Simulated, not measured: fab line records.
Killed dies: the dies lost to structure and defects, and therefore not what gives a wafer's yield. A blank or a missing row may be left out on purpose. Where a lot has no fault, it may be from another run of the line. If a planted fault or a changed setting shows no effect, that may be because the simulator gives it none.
A lot that was struck, set against a sound lot | flow n5 finfet | 15 steps out of a route of 1938
Sound: the wafers L754.1, L754.3, L754.6. Struck: wafer L768.4; the same lot's L768.2 was not struck, so it is left out; see the end for the cause.
For every step that has rows: the tool of each side, followed by ch and its chambers, followed by its first start. Under that, the readings that differ: sound wafers | struck wafers | difference of the means | sigmas: that difference in standard deviations of wafers without a fault.
alike: words and numbers the same on both sides, and readings whose means are apart by under 2 such deviations; not compared: readings that were withheld, readings missing a value for some wafer, numbers with overlapping values and no deviation given by the record, and bounds like >300 which may hide the same value.
The two part at a step that has a row with sigmas, a row that says differs or no value, or rows on one side only. When numbers do not overlap yet have no deviation, they are printed without sigmas and do not part them. A reading missing from all wafers of one side parts the sides only when that side holds two or more wafers.

first, 2 steps without rows for these wafers: N5_FIN_SAQP_HM_OPEN_73 (chemistry CHF3/O2, target SiO2, stops on a-Si, target depth 12 nm, time 16.8 s); N5_FIN_SAQP_STRIP_74 (strips in CHF3/O2).
N5_FIN_SAQP_MANDREL_ETCH_22: etches a-Si in HBr/Cl2, stops on SiNx, target depth 60 nm, bt time 10 s, time 30 s.
  sound on rie si-01 ch 0,1,3, day 2 10:08; struck on rie si-01 ch 0, day 5 21:52
  alike: drypump motor current A, oes product au, throttle valve pct
  not compared: rf hours counter h
N5_FIN_SAQP_STRIP_55: strips in N2/H2.
  sound on rie diel-05 ch 0,1, day 2 10:14; struck on rie diel-01 ch 0, day 5 21:58
  reading      | sound             | struck | difference | sigmas
  rf vpp V (V) | 121.5 120.1 119.2 | 123.6  | +3.3       | +2
  alike: drypump motor current A, oes product au, showerhead plenum p Torr, throttle valve pct
  not compared: rf hours counter h
then, 2 steps without rows for these wafers: N5_FIN_SAQP_STRIP_23 (strips in SPM, time 750 s); N5_FIN_SAQP_SRD_66 (time 30 s).
N5_FIN_SAQP_RECESS_75: chemistry HF/NH3, target SiO2, target depth 14.4 nm, afs cycles 3, sublimation time 60 s.
  sound on vapor etch-01 ch 0,1, day 2 10:33; struck on vapor etch-02 ch 1, day 5 22:17
  reading                     | sound       | struck | difference | sigmas
  drypump motor current A (A) | 5.8 6.0 6.0 | 5.1    | -0.8       | -2
then, 1 step without rows for these wafers: N5_FIN_SAQP_SPACER1_ALD_24 (deposits SiO2, target thk 20.3 nm, pulse time 1 s, purge time 2 s).
N5_FIN_SAQP_SPACER1_ETCHBACK_25: etches SiO2 in CHF3/O2, target depth 24.4 nm, time 12.2 s.
  sound on rie diel-04 ch 0,2,3, day 2 11:39; struck on rie diel-05 ch 3, day 5 23:26
  alike: O2_flow_sccm, drypump motor current A, oes_ar_750_au, oes product au, rf vpp V, showerhead plenum p Torr, throttle valve pct
  not compared: rf hours counter h
then, 1 step without rows for these wafers: N5_FIN_SAQP_MANDREL1_REMOVE_56 (chemistry HBr/Cl2/O2, target a-Si, stops on SiNx, bt time 10 s).
N5_FIN_SAQP_CD_MEAS_27: the cd target is 20 nm.
  sound on cd sem-03 ch 0, day 2 11:51; struck on cd sem-01 ch 0, day 5 23:38
  alike: cd nm
then, 1 step without rows for these wafers: N5_FIN_SAQP_ETCH_57 (etches SiNx in CH3F/O2, target depth 32.5 nm, time 46.4 s).
N5_FIN_SAQP_ETCH_65: etches SiO2 in CF4, target depth 4 nm, time 4.4 s.
  sound on rie si-01 ch 0,1,3, day 2 12:01; struck on rie si-06 ch 2, day 5 23:47
  reading                  | sound             | struck | difference | sigmas
  oes product au (a.u.)    | 1.008 1.010 0.990 | 0.786  | -0.217     | -18
  model.etch.depth nm (nm) | 4.064 3.898 4.041 | 2.539  | -1.462     |
  alike: drypump motor current A, throttle valve pct
  not compared: rf hours counter h
N5_FIN_SAQP_MANDREL_ETCH_58: etches a-Si in HBr/Cl2, stops on SiNx, target depth 45 nm, bt time 10 s, time 27 s.
  sound on rie si-01 ch 0,1,3, day 2 12:02; struck on rie si-06 ch 2, day 5 23:49
  reading               | sound             | struck | difference | sigmas
  oes product au (a.u.) | 0.679 0.700 0.672 | 0.736  | +0.052     | +3
  alike: drypump motor current A, throttle valve pct
  not compared: rf hours counter h
-- a jump in the record: the struck wafers' starts before and after are 15 days apart (it breaks off in module FIN_SAQP and resumes in module PASSIVATION, where the first step shown is number 1936 of the route) --
N5_PASSIVATION_PROBE_49:
  sound on prober-01, day 15 02:16; struck on prober-01, day 20 14:29
  reading             | sound    | struck | difference | sigmas
  killed at front end | 33 19 28 | 67     | +40        | +4
  killed dies         | 93 68 95 | 138    | +53        | +3
  killed open         | 52 42 58 | 99     | +48        | +3
  alike: killed_at_M0_to_M3, killed_at_M4_up, killed at contacts, killed at other, killed short

## WHERE THEY PART
First at N5_FIN_SAQP_STRIP_55; last, within this record, at N5_PASSIVATION_PROBE_49.

WHY: what the simulator had put in
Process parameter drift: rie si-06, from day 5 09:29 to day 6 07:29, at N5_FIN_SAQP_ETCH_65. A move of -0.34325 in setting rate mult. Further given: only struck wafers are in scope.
